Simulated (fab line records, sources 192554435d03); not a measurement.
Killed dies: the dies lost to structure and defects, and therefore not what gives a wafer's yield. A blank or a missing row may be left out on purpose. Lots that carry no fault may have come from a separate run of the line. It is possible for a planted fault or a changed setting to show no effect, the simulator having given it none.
Split-lot trial    flow n5-finfet    21 wafers read across 7 lots, on a route 1938 steps long

ABOUT THE SPLIT
At N5_BEOL_M13_COAT_65 (time 60 s, resist thk 350 nm), the setting spin-rpm was moved away from the recipe's 1500 rpm on 5 of the 21 wafers read, by -6.6% to +5.7%. For the rest of the wafers, this setting stayed at what the recipe calls for.

The reading comes from the split's own step.

THE READING
SOC_of_BEOL_M13_COAT_65.thk-nm (the simulator's own value, which no gauge read), in nm, at N5_BEOL_M13_COAT_65 (time 60 s, resist thk 350 nm). There is no usual value for it anywhere in the file. Here, 16 wafers ran the recipe; their average is 350.1 nm with a standard deviation of 1 nm.

wafer   tool, chamber at the split  spin-rpm as run, rpm  against the recipe  SOC_of_BEOL_M13_COAT_65.thk-nm, nm  against lot-mates on the recipe
L074.1  litho-track-01, 0           1500                  recipe              350.8                               -
L074.4  litho-track-01, 0           1500                  recipe              350.6                               -
L074.5  litho-track-01, 0           1500                  recipe              351.8                               -
L078.3  litho-track-01, 0           1401                  -6.6%               360.8                               +11.4
L078.4  litho-track-01, 0           1401                  -6.6%               361.6                               +12.2
L078.6  litho-track-01, 0           1500                  recipe              349.4                               -
L082.3  litho-track-02, 0           1500                  recipe              348.8                               -
L082.4  litho-track-02, 0           1555                  +3.7%               342.4                               -7.2
L082.5  litho-track-02, 0           1500                  recipe              350.4                               -
L086.2  litho-track-03, 0           1586                  +5.7%               339.2                               -9.0
L086.5  litho-track-03, 0           1586                  +5.7%               339.2                               -9.0
L086.4  litho-track-03, 0           1500                  recipe              348.2                               -
L087.4  litho-track-01, 0           1500                  recipe              349.2                               -
L087.5  litho-track-01, 0           1500                  recipe              348.6                               -
L087.6  litho-track-01, 0           1500                  recipe              350                                 -
L095.3  litho-track-01, 0           1500                  recipe              349.8                               -
L095.5  litho-track-01, 0           1500                  recipe              350                                 -
L095.6  litho-track-01, 0           1500                  recipe              350                                 -
L093.1  litho-track-03, 0           1500                  recipe              351                                 -
L093.3  litho-track-03, 0           1500                  recipe              350.6                               -
L093.5  litho-track-03, 0           1500                  recipe              351.6                               -

THE FIT
A straight line over all 21 wafers: SOC_of_BEOL_M13_COAT_65.thk-nm changes by -1.8 nm for each +1% of spin-rpm; r = -0.98; the points scatter about the line by 0.98 nm.
The same after taking each lot's own level away (the mean of its wafers on the recipe; 21 wafers): -1.72 nm for each +1%; r = -0.99; scatter 0.58 nm.
The reading moves by 11 nm for the largest change in spin-rpm, on that fit.
Measured against the standard deviation above, the lots' own levels, which go from 348.20 to 351.07 nm, span 2.9 times it.
The two slopes are in agreement: the lot-to-lot level therefore moves the slope only a little.
Check: for one of the wafers moved furthest among these (-6.6%), held out of the fit, the line's prediction against its lot-mates is +11.4 nm. It came out at +11.4 nm against them.

OTHER SPLITS ON THESE WAFERS
These wafers also went through other splits before the reading. Each is held against what the fit with the lots' levels taken away leaves over:
other split on the same wafers   wafers away from the commonest value  r with SOC_of_BEOL_M13_COAT_65.thk-nm (lot level and that fit taken away)
N5_BEOL_M6_VIA_ETCH_34 time-s    4                                     -0.28
N5_BEOL_M7_VIA_ETCH_34 source-w  11                                    +0.24
N5_BEOL_M8_ILD_DEP_00 time-s     11                                    +0.19
N5_BEOL_M8_PECVD_70 temp-c       4                                     -0.18
N5_BEOL_M8_DEP_56 time-s         5                                     +0.17
N5_BEOL_M9_COAT_60 spin-rpm      9                                     -0.03
N5_BEOL_M10_COAT_60 spin-rpm     5                                     -0.02

THE FILE'S OWN FIT
SOC_of_BEOL_M13_COAT_65.thk-nm changes by -1.73 nm for each +1% of spin-rpm, r = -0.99.
